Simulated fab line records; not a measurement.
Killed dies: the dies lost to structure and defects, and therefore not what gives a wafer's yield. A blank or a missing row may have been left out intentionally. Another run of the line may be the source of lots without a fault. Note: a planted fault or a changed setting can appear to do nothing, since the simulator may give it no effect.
Chamber matching :: flow n5Finfet :: 4 sister chambers for N5_BEOL_M8_ETCH_61 on rieDiel-05
The step etches SiARC in CF4, target depth 45.5 nm, time 75.8 s. 4 wafers are shown with their chamber, then 8 later ones without.

== EACH WAFER AND ITS CHAMBER ==
wafer: L079.6
chamber: 3
showerheadPlenumPTorr (Torr): 2.11

wafer: L081.4
chamber: 2
showerheadPlenumPTorr (Torr): 2.15

wafer: L081.5
chamber: 1
showerheadPlenumPTorr (Torr): 2.10

wafer: L082.2
chamber: 0
showerheadPlenumPTorr (Torr): 2.06

== WAFERS MISSING THEIR CHAMBER ==
wafer: L082.3
showerheadPlenumPTorr (Torr): 2.15

wafer: L082.6
showerheadPlenumPTorr (Torr): 2.15

wafer: L087.1
showerheadPlenumPTorr (Torr): 2.14

wafer: L087.4
showerheadPlenumPTorr (Torr): 2.06

wafer: L087.5
showerheadPlenumPTorr (Torr): 2.10

wafer: L096.3
showerheadPlenumPTorr (Torr): 2.05

wafer: L096.4
showerheadPlenumPTorr (Torr): 2.09

wafer: L096.6
showerheadPlenumPTorr (Torr): 2.09

== WHICH CHAMBER EACH ONE RAN IN ==
wafer: L082.3
from the rows above: 2
in truth: 2

wafer: L082.6
from the rows above: 2
in truth: 2

wafer: L087.1
from the rows above: 2
in truth: 2

wafer: L087.4
from the rows above: 0
in truth: 0

wafer: L087.5
from the rows above: can't be placed: 1 or 3
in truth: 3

wafer: L096.3
from the rows above: 0
in truth: 0

wafer: L096.4
from the rows above: can't be placed: 1 or 3
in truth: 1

wafer: L096.6
from the rows above: can't be placed: 1 or 3
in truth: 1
5 of 8 placed correctly. Cannot be placed on the basis of these rows: 3; the candidates contain the true chamber in 3. 0 placed wrongly.
How it was worked out, from the rows above alone: a wafer's distance from a chamber is the root of the sum, over the readings, of the square of ((its reading less the chamber's mean) divided by the reading's scatter). The wafer belongs to the nearest chamber; if the next one is less than 2 further off, it can't be placed. For every chamber, the mean is computed from those of its wafers that are shown. The scatter (one wafer shown for each chamber): square how far every hidden wafer sits from the nearest shown wafer, average those squares and take the square root.
